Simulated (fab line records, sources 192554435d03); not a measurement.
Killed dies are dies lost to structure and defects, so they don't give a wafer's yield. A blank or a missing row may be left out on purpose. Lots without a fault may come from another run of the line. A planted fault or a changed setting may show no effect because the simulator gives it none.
fab line records | flow n5_finfet
record lots=4 wafers=12 last_day=17
route steps=1938 shown BEOL_M6@1251 BEOL_M7@1263 PASSIVATION@1936
lots that met no fault: from a run of the same line without faults
start_h: hours from the record's first day to the start of the lot's first wafer shown | wait_h: hours since the lot's step before | " the same as in the row above | L1.1+2: a row that stands for several wafers | - no value, or no start given | * or withheld: withheld | < > ~ a bound
route shown NAME@n: a module of which the file shows steps, and the number in the route of the first | usual: mean/standard deviation of fault-free wafers | same: alike in all rows | chamber/n: place in a boat | sites: the reading at each site | _std_site: their standard deviation | _edge_site: outer sites' mean less inner sites' | radius_mm: how far each site lies from the wafer's centre | mask NAME#n: copy n | behind: the tool/chamber that last shaped the wafer | hold: why the lot was held/for how many hours/how that ended | device: the transistor (n, p or np) that didn't switch | end of line: the same wafers' tests at the end of the route | a step without rows: its recipe alone | killed: dies lost to structure and defects at the first sort, not the wafer's yield | map: a wafer's dies, x killed, . not, _ none there
set.NAME: the setting as run; set.NAME@STEP: as run at that earlier step | model.NAME: the simulator's own value behind a step, which no gauge read
lots at some steps of the route; a table a step, a row a wafer
services: from which hour (start_h, from the record's first day; less than 0 if before it) a tool's chamber was out of use, for how many hours, and why
## steps
# step N5_BEOL_M6_ALD_77
# recipe material=TaN target_thk_a=20 temp_c=275 ald_precursor_family=PDMAT ald_co_reactant=NH3 pressure_torr=3 carrier_flow_sccm=1500 pulse_time_s=2 purge_time_s=3 co_reactant_purge_time_s=2 co_reactant_pulse_time_s=3 ald_cycles=40 precursor_vessel_temp_c=75 precursor_vessel_pressure_torr=26.25 precursor_vessel_carrier_sccm=1000
# step N5_BEOL_M6_SURFACE_TREAT_79
# recipe gas=Ar time_s=* ion_energy_ev=* ion_current_ma_cm2=0.5 pressure_mtorr=* ar_flow_sccm=30
# step N5_BEOL_M6_CVD_78
# recipe material=Co target_thk_a=20 temp_c=withheld precursor=CCTBA/H2 pressure_torr=30 time_s=142.3
# step N5_BEOL_M6_SPUTTER_48
# recipe material=Cu target_thk_a=100 temp_c=-20 bias_v=60 power_w=26000 chamber_pressure_pa=0.13 time_s=1.667
# step N5_BEOL_M6_ECD_50
# recipe material=Cu target_thk_a=3000
# step N5_BEOL_M6_ANNEAL_51
# recipe temp_c=225 time_s=90 ambient=N2
# step N5_BEOL_M6_CMP_52
# recipe stop_on=SiCOH_lowk t_overpolish_s=6.9 down_force_psi=1 platen_rpm=50 clearing_platen_down_force_psi=1.5 clearing_platen_rpm=50 post_cmp_clean=cu_alkaline target_thk_nm=80 clearing_platen_pad_velocity_m_s=0.99484 pad_velocity_m_s=0.99484
# step N5_BEOL_M6_PRE_CLEAN_55
# recipe gas=NH3 time_s=15 temp_c=withheld rf_power_w=300
# step N5_BEOL_M6_DEP_56
# recipe material=SiCN target_thk_a=100 temp_c=withheld precursor=3MS/NH3 pressure_torr=3 rf_w=202 time_s=17.5
# step N5_BEOL_M7_ILD_DEP_00
# recipe material=SiCOH_lowk target_thk_a=1797.5 temp_c=300 precursor=DEMS/porogen pressure_torr=5 rf_w=500 time_s=33.4
# usual heater_power_w=309/54 showerhead_plenum_p_Torr=5.743/0.014 susceptor_temp_C=299.98/0.2 throttle_valve_pct=13.7/0.67
# columns lot.wafer tool chamber start_h wait_h heater_power_w showerhead_plenum_p_Torr susceptor_temp_C throttle_valve_pct model.SiCOH_lowk_of_BEOL_M7_ILD_DEP_00.thk_nm
L240.1 pecvd-03 1 215.68 0.0 386 5.751 300.02 14.1 179.4
L240.4 " 2 " " 293 5.757 300.35 13.0 184.6
L240.5 " 1 " " 396 5.748 300.03 14.1 185
L254.3 pecvd-03 0 294.98 0.0 321 5.740 303.59 14.3 175.2
L254.5 " 2 " " 287 5.776 300.04 13.1 184.2
L254.6 " 1 " " 337 5.735 300.44 14.2 184.4
L256.1 pecvd-03 0 303.01 0.0 358 5.743 303.62 14.6 178
L256.2 " 1 " " 334 5.756 299.79 14.1 184.4
L256.6 " 0 " " 351 5.742 303.51 14.4 180.4
L259.1 pecvd-04 1 327.02 0.0 286 5.746 299.99 14.2 178.4
L259.2 " 0 " " 331 5.723 300.01 14.1 179.4
L259.4 " 0 " " 345 5.712 300.14 13.9 181.8
# step N5_BEOL_M7_CURE_74
# recipe temp_c=385 time_s=240 ambient=He/Ar material=SiCOH_lowk
# step N5_BEOL_M7_PECVD_70
# recipe material=SiO2 target_thk_a=200 temp_c=400 precursor=TEOS/O2 pressure_torr=5.5 rf_w=450 teos_flow_sccm=53.8 gas=O2 flow_sccm=3000 time_s=22.7
# step N5_BEOL_M7_HM_DEP_02
# recipe material=TiN target_thk_a=200 temp_c=25 chamber_pressure_pa=0.49996
# step N5_BEOL_M7_COAT_59
# recipe resist=SOC temp_c=250 time_s=60 spin_rpm=1500 resist_thk_nm=100
# step N5_BEOL_M7_COAT_60
# recipe resist=SiARC temp_c=220 time_s=60 spin_rpm=1500 resist_thk_nm=35
# step N5_BEOL_M7_COAT_05
# recipe resist=CAR-ArF spin_rpm=1500 resist_thk_nm=90
# step N5_BEOL_M7_EBR_07
# recipe solvent=PGMEA ebr_width_mm=1.5
# step N5_BEOL_M7_SOFTBAKE_06
# recipe temp_c=110 time_s=60 resist=CAR-ArF
# step N5_BEOL_M7_EXPOSE_08
# recipe mask_id=M7 na=1.35 source_shape=dipole sigma_inner=0.817 sigma_outer=0.97 polarization=te dose_mj=68.25
# step N5_BEOL_M7_PEB_09
# recipe peb_temp_c=withheld peb_time_s=60 resist=CAR-ArF
# step N5_BEOL_M7_DEVELOP_10
# recipe develop_time_s=30 developer=TMAH resist=CAR-ArF rinse_liquid=diw dry=air_spin dev_temp_c=23
# step N5_BEOL_M7_DESCUM_16
# recipe chemistry=O2 time_s=7.9 source_power_w=50 bias_power_w=20 pressure_mtorr=20 rf_frequency_hz=2.712e+07 temp_c=40 resist=CAR-ArF o2_flow_sccm=225
# step N5_BEOL_M7_ETCH_61
# recipe chemistry=CF4 target=SiARC target_depth_a=455 mask_material=CAR-ArF time_s=75.8 ion_energy_ev=80 pressure_mtorr=40 source_w=545 bias_w=36 Ar_flow_sccm=100 cf4_flow_sccm=100 ends=cleared
# step N5_BEOL_M7_ETCH_62
# recipe chemistry=N2/H2 target=SOC target_depth_a=1100 overetch_a=220 mask_material=SiARC temp_c=40 time_s=165 ion_energy_ev=200 pressure_mtorr=30 source_w=840 bias_w=150 n2_flow_sccm=200 h2_flow_sccm=200
# step N5_BEOL_M7_STRIP_68
# recipe chemistry=N2/H2 temp_c=40 n2_flow_sccm=200 h2_flow_sccm=200 rf_frequency_hz=6e+07
# step N5_BEOL_M7_STRIP_67
# recipe chemistry=CF4 resist=SiARC power_w=300 bias_power_w=75 pressure_mtorr=50 cf4_flow_sccm=150 rf_frequency_hz=6e+07
# step N5_BEOL_M7_HM_OPEN_17
# recipe chemistry=Cl2/BCl3 target_depth_a=200 overetch_a=60 target=TiN mask_material=SOC ion_energy_ev=150 pressure_mtorr=10 icp_w=1000 bias_w=126 Cl2_flow_sccm=53.25 bcl3_flow_sccm=21.75 Ar_flow_sccm=25
# step N5_BEOL_M7_STRIP_19
# recipe chemistry=O2 power_w=400 temp_c=40 pressure_mtorr=30 rf_frequency_hz=6e+07 bias_power_w=0 overash_fraction=0.2 o2_flow_sccm=225
# step N5_BEOL_M7_COAT_63
# recipe resist=SOC temp_c=250 time_s=60 spin_rpm=1500 resist_thk_nm=60
# step N5_BEOL_M7_COAT_64
# recipe resist=SiARC temp_c=220 time_s=60 spin_rpm=1500 resist_thk_nm=12
# step N5_BEOL_M7_COAT_71
# recipe resist=underlayer temp_c=205 time_s=60 spin_rpm=1500 resist_thk_nm=5
# step N5_BEOL_M7_COAT_22
# recipe resist=CAR-EUV spin_rpm=1500 resist_thk_nm=30
# step N5_BEOL_M7_EBR_24
# recipe solvent=PGMEA ebr_width_mm=1.5
# step N5_BEOL_M7_SOFTBAKE_23
# recipe temp_c=110 time_s=60 resist=CAR-EUV
# step N5_BEOL_M7_CMP_52
# recipe stop_on=SiCOH_lowk t_overpolish_s=6.9 down_force_psi=1 platen_rpm=50 clearing_platen_down_force_psi=1.5 clearing_platen_rpm=50 post_cmp_clean=cu_alkaline target_thk_nm=80 clearing_platen_pad_velocity_m_s=0.99484 pad_velocity_m_s=0.99484
# usual barrier_field_endpoint_s=29.5/0.78 edge_zone_pressure_frac=1.001/0.0045 motor_current_A=6.7/0.79 overpolish_run_s=6.900/0.0092 time_to_endpoint_s=64/3.6
# columns lot.wafer tool chamber start_h wait_h barrier_field_endpoint_s edge_zone_pressure_frac motor_current_A overpolish_run_s time_to_endpoint_s model.SiCOH_lowk_of_BEOL_M7_ILD_DEP_00.thk_nm
L240.1 cmp-03 0 223.85 0.3 29.4 1.002 6.0 6.891 60 151.6
L240.4 " 3 " " 29.9 0.998 5.6 6.898 60 156.2
L240.5 " 0 " " 29.7 0.997 6.3 6.904 61 156.4
L254.3 cmp-04 0 301.75 0.3 29.2 0.998 6.8 6.896 71 148
L254.5 " 2 " " 30.6 1.008 6.3 6.916 71 155.8
L254.6 " 3 " " 28.9 1.000 7.4 6.891 65 156.2
L256.2 cmp-03 0 311.57 0.3 29.2 1.002 6.2 6.903 64 156
L256.1 " 1 " " 28.3 1.001 8.1 6.906 60 150.6
L256.6 " 3 " " 29.8 0.997 5.8 6.910 64 152.6
L259.1 cmp-04 2 335.39 0.5 30.0 1.005 6.6 6.885 67 150.8
L259.2 " 3 " " 28.8 1.006 7.5 6.915 61 151.6
L259.4 " 1 " " 30.4 0.997 6.3 6.900 64 153.8
# step N5_PASSIVATION_PROBE_49
# usual defect_limited_yield=91.2/1.5 killed_at_M0_to_M3=36/10 killed_at_M4_up=13/6 killed_at_contacts=11/5.2 killed_at_front_end=40/11 killed_at_other=3.1/2.9 killed_dies=104/17 killed_open=66/12 killed_short=34/7.7 sort_bin_5_function=5.1/0.91 sort_bin_6_memory=3.2/0.67 sort_n_pass=1076/17 sort_yield_pct=91.2/1.5
# same gross_dies=1180 killed_at_back_side=0 sort_bin_4_leakage[%]=0 sort_bin_8_speed[%]=0
# columns lot.wafer tool chamber start_h wait_h defect_limited_yield[%] killed_at_M0_to_M3 killed_at_M4_up killed_at_contacts killed_at_front_end killed_at_other killed_dies killed_open killed_short sort_bin_5_function[%] sort_bin_6_memory[%] sort_n_pass sort_yield_pct[%]
L254.3 prober-01 - 374.79 0.1 91.2 44 22 4 34 0 104 65 38 4.8 3.5 1076 91.2
L254.5 prober-01 - 374.89 0.2 87.8 43 12 25 64 0 144 90 43 6.5 4.5 1036 87.8
L254.6 prober-01 - 374.94 0.3 92.0 24 6 4 60 0 94 58 34 4.5 3.1 1086 92.0
L256.1 prober-02 - 389.66 0.0 91.0 23 20 7 47 9 106 66 38 4.9 3.8 1074 91.0
L256.2 prober-02 - 389.71 0.1 90.8 18 33 8 45 4 108 63 45 6.0 2.8 1072 90.8
L256.6 prober-02 - 389.91 0.3 92.6 13 19 19 32 4 87 56 30 4.5 2.5 1093 92.6
# killed by level:class
L254.3 STI_FIN_REVEAL:geometric_particle:open=12 BEOL_M0_SAQP:geometric_particle:short=10 BEOL_M0_SAQP:geometric_particle:open=9 FIN_SAQP:geometric_particle:short=7 BEOL_M1:geometric_particle:open=7 BEOL_M3:geometric_particle:open=6 BEOL_M6:geometric_particle:open=6 BEOL_M1:geometric_particle:short=5
L254.5 MOL_CONTACT_COAG:geometric_particle:open=23 STI_FIN_REVEAL:geometric_particle:open=14 FIN_SAQP:geometric_particle:open=10 FIN_SAQP:geometric_particle:short=10 BEOL_M3:geometric_particle:open=10 HKMG_FIN:area_etch=9 BEOL_M0_SAQP:geometric_particle:short=8 GATE_CUT:geometric_particle:short=7
L254.6 STI_FIN_REVEAL:geometric_particle:open=15 FIN_SAQP:geometric_particle:short=12 FIN_SAQP:geometric_particle:open=11 BEOL_M0_SAQP:geometric_particle:open=6 BEOL_M0_SAQP:geometric_particle:short=6 DUMMY_GATE:geometric_particle:open=4 BEOL_M3:geometric_particle:open=4 FIN_CUT:geometric_particle:short=3
L256.1 FIN_SAQP:geometric_particle:open=9 DUMMY_GATE:geometric_particle:open=7 BEOL_M2:geometric_particle:open=7 STI_FIN_REVEAL:geometric_particle:open=6 ILD0:geometric_particle:short=6 BEOL_M4:geometric_particle:open=6 BEOL_M0_SAQP:geometric_particle:open=5 GATE_CUT:geometric_particle:open=4
L256.2 BEOL_M4:geometric_particle:open=11 FIN_SAQP:geometric_particle:short=8 STI_FIN_REVEAL:geometric_particle:short=7 BEOL_M2:geometric_particle:open=6 FIN_SAQP:geometric_particle:open=5 STI_FIN_REVEAL:geometric_particle:open=5 MOL_CONTACT_COAG:geometric_particle:open=5 ILD0:geometric_particle:short=5
L256.6 MOL_CONTACT_COAG:geometric_particle:open=16 FIN_SAQP:geometric_particle:open=7 ILD0:geometric_particle:short=6 ILD0:geometric_particle:open=5 BEOL_M4:geometric_particle:open=4 BEOL_M5:geometric_particle:short=4 BEOL_M6:geometric_particle:open=4 STI_FIN_REVEAL:geometric_particle:open=3
## services
# columns tool chamber start_h hours kind
pecvd-03 - 194.16 6.6 repair
cmp-03 - 195.48 1.7 repair
pecvd-04 1 198.86 14.1 repair
pecvd-04 2 217.99 6.7 repair
cmp-03 - 235.56 1.1 repair
cmp-03 - 243.89 5.3 pm
pecvd-04 2 246.07 5.5 scheduled_down
pecvd-04 2 251.58 - clean
pecvd-04 2 251.58 - consumable_replace:showerhead
pecvd-04 2 251.58 29.0 scheduled_down
pecvd-04 2 251.58 29.0 vent_cycle
pecvd-03 - 257.52 0.3 repair
cmp-04 - 301.90 1.0 repair
cmp-04 - 309.92 4.0 pm
cmp-04 - 313.92 - consumable_replace:conditioner
cmp-04 - 313.92 - consumable_replace:pad
pecvd-03 0 330.27 10.9 repair
## key
first_sign step=N5_BEOL_M7_ILD_DEP_00 reading=susceptor_temp_C direction=up sigmas=18 usual=* struck=*
effect none on later readings
model_effect step=N5_BEOL_M7_ILD_DEP_00 value=SiCOH_lowk_of_BEOL_M7_ILD_DEP_00.thk_nm without=181.4 struck=177.9
model_effect step=N5_BEOL_M7_CMP_52 value=SiCOH_lowk_of_BEOL_M7_ILD_DEP_00.thk_nm without=153.4 struck=150.4
met_at N5_BEOL_M7_ILD_DEP_00
struck_wafers L254.3,L256.1,L256.6
fault kind=process_parameter_drift tool=pecvd-03 chamber=0 onset_h=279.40 steps=N5_BEOL_M7_ILD_DEP_00 channel=temp_c offset=* shape=step end_h=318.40 acts_in=* stated=*
